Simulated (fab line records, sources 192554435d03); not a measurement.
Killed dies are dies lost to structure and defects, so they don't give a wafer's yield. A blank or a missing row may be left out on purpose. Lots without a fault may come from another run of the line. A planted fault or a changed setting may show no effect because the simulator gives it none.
Problem report in the 8D (eight disciplines) form, filled by code | flow n5_finfet | the parts of the form that need people (team, actions taken, sign-off) are left out
Where a reading is given only as a bound, like >300, the bound stands for it, and a mean or a difference that rests on one is marked > or <: the true number lies beyond.

1. THE PROBLEM
raw_defect_count at N5_SD_EPI_N_INSPECT_26 reads a mean of 524 on 6 wafers of 2 lots; wafers without a fault read 197 with a standard deviation of 36. That is +9.1 standard deviations from the usual mean.
The step: inspects for defects (darkfield).
First seen on wafer L591.2, day 6 00:44, on defect_inspect-02. The record holds 22 wafers of 8 lots with a number at this step. Rule for "out", or "out of limits": more than 4 standard deviations from the usual mean. The other wafers with a number count as sound.

2. WHAT IT IS AND WHAT IT IS NOT
question                    | is                                   | is not
which readings at this step | raw_defect_count                     | -
which lots                  | L591, L592                           | L583, L584, L589, L600, L601, L603
which wafers of those lots  | all that have a number               | -
read on which gauges        | defect_inspect-01, defect_inspect-02 | -
when                        | from day 6 00:44                     | up to then (7 sound wafers); but 9 sound wafers of L600, L601, L603 came after

3. SUSPECTS, AND WHAT RULES EACH OUT
Counting: a tool at a process step up to the reading stays a suspect if it ran every lot that is out and no sound lot after the first of them.
- the gauge at N5_SD_EPI_N_INSPECT_26: ruled out. The wafers that are out were read on 2 gauges (defect_inspect-01, defect_inspect-02).
- rie_diel-05 at N5_SD_EPI_N_ETCH_35 (etches SOC in N2/H2, overetch 108 nm, time 486 s): kept. It ran every lot that is out, first L591 (day 5 20:42), and no sound lot after that; its last sound lot up to then is L583 (day 4 01:07).
- wet_bench-04 at N5_SD_EPI_N_STRIP_18 (strips in SPM, time 750 s): ruled out as a lasting fault. Sound lots L603 ran on it after its first lot that is out, L591 (day 5 21:29).
Left after counting: rie_diel-05 at N5_SD_EPI_N_ETCH_35.

4. THE CAUSE (what the simulator had put in)
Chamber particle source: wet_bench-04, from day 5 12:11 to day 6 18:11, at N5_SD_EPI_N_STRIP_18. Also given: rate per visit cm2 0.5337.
Counting ruled it out, wrongly: the rule takes a fault to strike every lot that its tool runs from its start on, and this one did not.

5. THE CHAIN OF EFFECTS, in route order
Each row: a reading whose mean over the struck wafers that have a number lies more than 3 standard deviations from the usual. Only readings for which the record gives a usual standard deviation are gone through. hours: the time from each lot's start at the first step in this table that gives one to its start at this step, as a median over the lots. sigmas: the change in usual standard deviations.
hours | step                        | reading              | usual  | on struck wafers | change | sigmas
0     | N5_SD_EPI_N_INSPECT_26      | raw_defect_count     | 197    | 524              | +327   | +9.1
0     | N5_SD_EPI_P_INSPECT_11      | raw_defect_count     | 2.1    | >300             | >+298  | +99 or more
4     | N5_SD_EPI_P_INSPECT_26      | raw_defect_count     | 170    | 489              | +319   | +9.1
5     | N5_SD_ACTIVATION_INSPECT_02 | raw_defect_count     | 173    | 503              | +330   | +9.2
248   | N5_PASSIVATION_PROBE_49     | defect_limited_yield | 91.3 % | 83.2             | -8.1   | -6.2
248   | N5_PASSIVATION_PROBE_49     | killed_at_front_end  | 39     | 132              | +93    | +8.4
248   | N5_PASSIVATION_PROBE_49     | killed_dies          | 102    | 198              | +96    | +6.0
248   | N5_PASSIVATION_PROBE_49     | sort_bin_5_function  | 5.2 %  | 11.1             | +5.9   | +6.6
248   | N5_PASSIVATION_PROBE_49     | sort_n_pass          | 1078   | 982              | -96    | -6.0
248   | N5_PASSIVATION_PROBE_49     | sort_yield_pct       | 91.3 % | 83.2             | -8.1   | -6.2
The process steps in it:
- N5_PASSIVATION_PROBE_49
Later measuring or inspecting steps at which every struck wafer that the step has a row for has a number for every such reading, and none has moved that far: N5_BEOL_M4_RC_MEAS_101.

6. WHAT WOULD HAVE CAUGHT IT SOONER
In this record the first reading out of limits at a measuring or inspecting step was taken at day 6 00:44, 13 hours after the fault began at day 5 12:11.
